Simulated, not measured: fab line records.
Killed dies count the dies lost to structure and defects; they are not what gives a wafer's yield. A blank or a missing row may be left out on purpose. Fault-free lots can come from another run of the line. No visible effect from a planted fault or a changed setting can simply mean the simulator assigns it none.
Which tool did it? :: flow nand harc :: 14 lots with 39 wafers sampled at 6 steps, on a route of 1159 steps

== WHAT THE GAUGES SHOWED, per wafer ==
NHARC_P_BONDPAD_OVL_MEAS_38.
lot: L877
measured: day 6 19:15
on: overlay-02
overlay x nm (nm): -3 -2 -2
overlay y nm (nm): 13 14 13

lot: L879
measured: day 6 21:53
on: overlay-02
overlay x nm (nm): 0 1 1
overlay y nm (nm): 2 3 2

lot: L878
measured: day 6 23:46
on: overlay-02
overlay x nm (nm): -2 -2 -2
overlay y nm (nm): 14 14 14

lot: L880
measured: day 7 09:28
on: overlay-01
overlay x nm (nm): -8 -8 -8
overlay y nm (nm): 10 10 10

lot: L883
measured: day 8 07:56
on: overlay-02
overlay x nm (nm): 3 3 3
overlay y nm (nm): 4 5 4

lot: L884
measured: day 8 08:05
on: overlay-01
overlay x nm (nm): -1 -2 -1
overlay y nm (nm): 2 1 1

lot: L885
measured: day 8 14:59
on: overlay-01
overlay x nm (nm): 1 1 1
overlay y nm (nm): 5 5 5

lot: L890
measured: day 9 12:50
on: overlay-02
overlay x nm (nm): 5 5 5
overlay y nm (nm): -3 -3 -3

lot: L887
measured: day 9 13:35
on: overlay-02
overlay x nm (nm): 4 4 3
overlay y nm (nm): 10 10 10

lot: L891
measured: day 10 09:17
on: overlay-01
overlay x nm (nm): 4 4 4
overlay y nm (nm): -7 -6 -7

lot: L895
measured: day 10 22:38
on: overlay-02
overlay x nm (nm): 5 6
overlay y nm (nm): 4 4

lot: L897
measured: day 11 09:48
on: overlay-01
overlay x nm (nm): -7 -7
overlay y nm (nm): -3 -4

lot: L898
measured: day 11 17:38
on: overlay-02
overlay x nm (nm): -2 -2
overlay y nm (nm): 5 4

lot: L899
measured: day 12 02:38
on: overlay-01
overlay x nm (nm): -1 -1 0
overlay y nm (nm): -8 -9 -8

NHARC_A_SOURCE_PLATE_THK_MEAS_06: measures by ellipsometry.
lot: L877
measured: day 7 20:10
on: film metro-02
thk nm (nm): 198.9 196.6 195.9

lot: L879
measured: day 7 23:46
on: film metro-01
thk nm (nm): 202.8 202.2 203.3

lot: L878
measured: day 7 23:46
on: film metro-02
thk nm (nm): 202.1 200.3 199.8

lot: L880
measured: day 8 12:40
on: film metro-01
thk nm (nm): 199.5 198.0 199.9

lot: L883
measured: day 9 07:47
on: film metro-02
thk nm (nm): 197.6 197.5 196.2

lot: L884
measured: day 9 07:47
on: film metro-01
thk nm (nm): 199.0 195.5 193.5

lot: L885
measured: day 9 17:17
on: film metro-02
thk nm (nm): 203.9 202.9 205.1

lot: L890
measured: day 10 14:25
on: film metro-02
thk nm (nm): 201.0 198.4 200.0

lot: L887
measured: day 10 14:25
on: film metro-01
thk nm (nm): 200.3 200.0 200.0

lot: L891
measured: day 11 11:26
on: film metro-02
thk nm (nm): 195.7 199.9 199.9

lot: L895
measured: day 12 00:40
on: film metro-02
thk nm (nm): 197.1 197.2

lot: L897
measured: day 12 11:18
on: film metro-01
thk nm (nm): 199.7 200.3

lot: L898
measured: day 12 19:29
on: film metro-01
thk nm (nm): 204.5 201.9

lot: L899
measured: day 13 06:28
on: film metro-02
thk nm (nm): 199.9 202.0 198.8

NHARC_A_ONON_D1_THK_MEAS_08: measures by ellipsometry.
lot: L877
measured: day 7 21:57
on: film metro-01
thk nm (nm): 1002 1003 1004

lot: L879
measured: day 8 01:32
on: film metro-02
thk nm (nm): 1012 1010 1011

lot: L878
measured: day 8 01:32
on: film metro-01
thk nm (nm): 1006 1007 1005

lot: L880
measured: day 8 14:26
on: film metro-02
thk nm (nm): 1002 1003 1004

lot: L883
measured: day 9 09:35
on: film metro-01
thk nm (nm): 1009 1007 1006

lot: L884
measured: day 9 09:33
on: film metro-02
thk nm (nm): 988 989 989

lot: L885
measured: day 9 19:26
on: film metro-01
thk nm (nm): 1005 1003 1004

lot: L890
measured: day 10 16:11
on: film metro-01
thk nm (nm): 987 988 988

lot: L887
measured: day 10 16:12
on: film metro-02
thk nm (nm): 1011 1010 1011

lot: L891
measured: day 11 13:16
on: film metro-01
thk nm (nm): 989 988 991

lot: L895
measured: day 12 02:26
on: film metro-01
thk nm (nm): 1888 1891

lot: L897
measured: day 12 13:06
on: film metro-01
thk nm (nm): 1871 1871

lot: L898
measured: day 12 21:18
on: film metro-02
thk nm (nm): 1889 996

lot: L899
measured: day 13 08:14
on: film metro-01
thk nm (nm): 988 989 987

NHARC_END_SORT_01.
lot: L895
measured: day 25 04:08
on: prober-02
killed at array: 672 673
killed at other: 2 0
killed at periphery: 3 4
killed dies: 677 677
killed open: 5 0
killed short: 0 3

lot: L897
measured: day 25 19:16
on: prober-01
killed at array: 675 673
killed at other: 1 0
killed at periphery: 1 4
killed dies: 677 677
killed open: 1 3
killed short: 2 3

lot: L898
measured: day 26 03:01
on: prober-01
killed at array: 675 31
killed at other: 1 3
killed at periphery: 1 1
killed dies: 677 35
killed open: 4 3
killed short: 2 0

== TOOL THAT RAN EACH LOT (tool first, then ch and the chambers of the sampled wafers, then the start) ==
lot: L877
NHARC_A_ZERO_WELL_ETCH_13: rie si-01 ch 0,1,3, day 7 00:09
NHARC_A_ONON_D1_DEP_06: pecvd onon-02 ch 0, day 7 21:34

lot: L879
NHARC_A_ZERO_WELL_ETCH_13: rie si-01 ch 0,2,3, day 7 02:17
NHARC_A_ONON_D1_DEP_06: pecvd onon-03 ch 0, day 8 01:01

lot: L878
NHARC_A_ZERO_WELL_ETCH_13: rie si-06 ch 0,1,2, day 7 04:14
NHARC_A_ONON_D1_DEP_06: pecvd onon-02 ch 0, day 8 01:02

lot: L880
NHARC_A_ZERO_WELL_ETCH_13: rie si-01 ch 0,2,3, day 7 14:02
NHARC_A_ONON_D1_DEP_06: pecvd onon-02 ch 0, day 8 13:59

lot: L883
NHARC_A_ZERO_WELL_ETCH_13: rie si-01 ch 0,1, day 8 12:16
NHARC_A_ONON_D1_DEP_06: pecvd onon-03 ch 0, day 9 09:10

lot: L884
NHARC_A_ZERO_WELL_ETCH_13: rie si-02 ch 0,2,3, day 8 12:32
NHARC_A_ONON_D1_DEP_06: pecvd onon-04 ch 0, day 9 09:02

lot: L885
NHARC_A_ZERO_WELL_ETCH_13: rie si-02 ch 0,1, day 8 19:30
NHARC_A_ONON_D1_DEP_06: pecvd onon-03 ch 0, day 9 19:05

lot: L890
NHARC_A_ZERO_WELL_ETCH_13: rie si-01 ch 0,2,3, day 9 17:10
NHARC_A_ONON_D1_DEP_06: pecvd onon-03 ch 0, day 10 15:41

lot: L887
NHARC_A_ZERO_WELL_ETCH_13: rie si-02 ch 0,3, day 9 18:06
NHARC_A_ONON_D1_DEP_06: pecvd onon-02 ch 0, day 10 15:52

lot: L891
NHARC_A_ZERO_WELL_ETCH_13: rie si-06 ch 0,1,3, day 10 13:46
NHARC_A_ONON_D1_DEP_06: pecvd onon-03 ch 0, day 11 12:47

lot: L895
NHARC_A_ZERO_WELL_ETCH_13: rie si-06 ch 2,3, day 11 02:56
NHARC_A_ONON_D1_DEP_06: pecvd onon-02 ch 0, day 12 01:56

lot: L897
NHARC_A_ZERO_WELL_ETCH_13: rie si-01 ch 0, day 11 14:19
NHARC_A_ONON_D1_DEP_06: pecvd onon-02 ch 0, day 12 12:34

lot: L898
NHARC_A_ZERO_WELL_ETCH_13: rie si-06 ch 1,3, day 11 21:53
NHARC_A_ONON_D1_DEP_06: pecvd onon-02 ch 0, day 12 20:47

lot: L899
NHARC_A_ZERO_WELL_ETCH_13: rie si-02 ch 2,3, day 12 07:02
NHARC_A_ONON_D1_DEP_06: pecvd onon-03 ch 0, day 13 07:47
- NHARC_A_ZERO_WELL_ETCH_13: etches the open film in HBr/Cl2, target depth 120 nm, time 40.1 s.
- NHARC_A_ONON_D1_DEP_06: target thk 1000 nm.

== AS READ BY THE TOOLS THEMSELVES (means over the sampled wafers that have a number; for cases with no such wafer, the mark the record gives instead) ==
NHARC_A_ZERO_WELL_ETCH_13.
lot: L877
tool: rie si-01
drypump motor current A (A): 5.6
oes product au (a.u.): 0.997
throttle valve pct (%): 26.404

lot: L879
tool: rie si-01
drypump motor current A (A): 5.1
oes product au (a.u.): 0.989
throttle valve pct (%): 26.401

lot: L878
tool: rie si-06
drypump motor current A (A): 5.9
oes product au (a.u.): 1.005
throttle valve pct (%): 26.416

lot: L880
tool: rie si-01
drypump motor current A (A): 5.1
oes product au (a.u.): 1.002
throttle valve pct (%): 26.405

lot: L883
tool: rie si-01
drypump motor current A (A): 5.8
oes product au (a.u.): 0.994
throttle valve pct (%): 26.415

lot: L884
tool: rie si-02
drypump motor current A (A): 5.4
oes product au (a.u.): 1.001
throttle valve pct (%): 26.416

lot: L885
tool: rie si-02
drypump motor current A (A): 5.5
oes product au (a.u.): 1.014
throttle valve pct (%): 26.406

lot: L890
tool: rie si-01
drypump motor current A (A): 5.1
oes product au (a.u.): 0.997
throttle valve pct (%): 26.408

lot: L887
tool: rie si-02
drypump motor current A (A): 5.1
oes product au (a.u.): 1.004
throttle valve pct (%): 26.399

lot: L891
tool: rie si-06
drypump motor current A (A): 5.7
oes product au (a.u.): 1.009
throttle valve pct (%): 26.393

lot: L895
tool: rie si-06
drypump motor current A (A): 5.8
oes product au (a.u.): 0.993
throttle valve pct (%): 26.412

lot: L897
tool: rie si-01
drypump motor current A (A): 5.5
oes product au (a.u.): 0.990
throttle valve pct (%): 26.418

lot: L898
tool: rie si-06
drypump motor current A (A): 5.2
oes product au (a.u.): 0.999
throttle valve pct (%): 26.399

lot: L899
tool: rie si-02
drypump motor current A (A): 5.4
oes product au (a.u.): 0.997
throttle valve pct (%): 26.409

== THE ANSWER, worked out from the rows above alone ==
Rule: the usual values come from the lots themselves. Put in order of their means at a reading, lots are off if they are a third of the lots or fewer, leave a main group of 4 or more, and stand apart from it by a gap of 3 or more times the standard deviation of the main group's means; of several such gaps the widest counts. A main group whose means are all the same, to the digits that the tables above print for the reading, isn't used. Also off: a lot with no number at a reading for which 4 or more lots have one. Where the step has rows for the other lots, those lots are counted as sound. The gauges are gone through in route order, then the tools' own readings, and for those a lot's mean is taken as printed above. At the first step where some lot is off, the reading lying furthest off is the one used; lots without a number count as furthest.
Off at NHARC_A_ONON_D1_THK_MEAS_08 (thk nm): L895, L897, L898. The main group: mean 1000 nm, standard deviation 9.
A tool fits if, at a process step before that reading, it ran every lot that is off, and no sound lot after the first of them. The gauges at NHARC_A_ONON_D1_THK_MEAS_08 are tried like those tools. One candidate fits, namely pecvd onon-02 at NHARC_A_ONON_D1_DEP_06. A fault onset in the window from L887 (day 10 15:52, its last sound lot) to L895 (day 12 01:56, its first lot off) fits.

== WHAT THE SIMULATOR PUT IN ==
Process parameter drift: pecvd onon-02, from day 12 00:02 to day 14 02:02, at NHARC_A_ONON_D1_DEP_06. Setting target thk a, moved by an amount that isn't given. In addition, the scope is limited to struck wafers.
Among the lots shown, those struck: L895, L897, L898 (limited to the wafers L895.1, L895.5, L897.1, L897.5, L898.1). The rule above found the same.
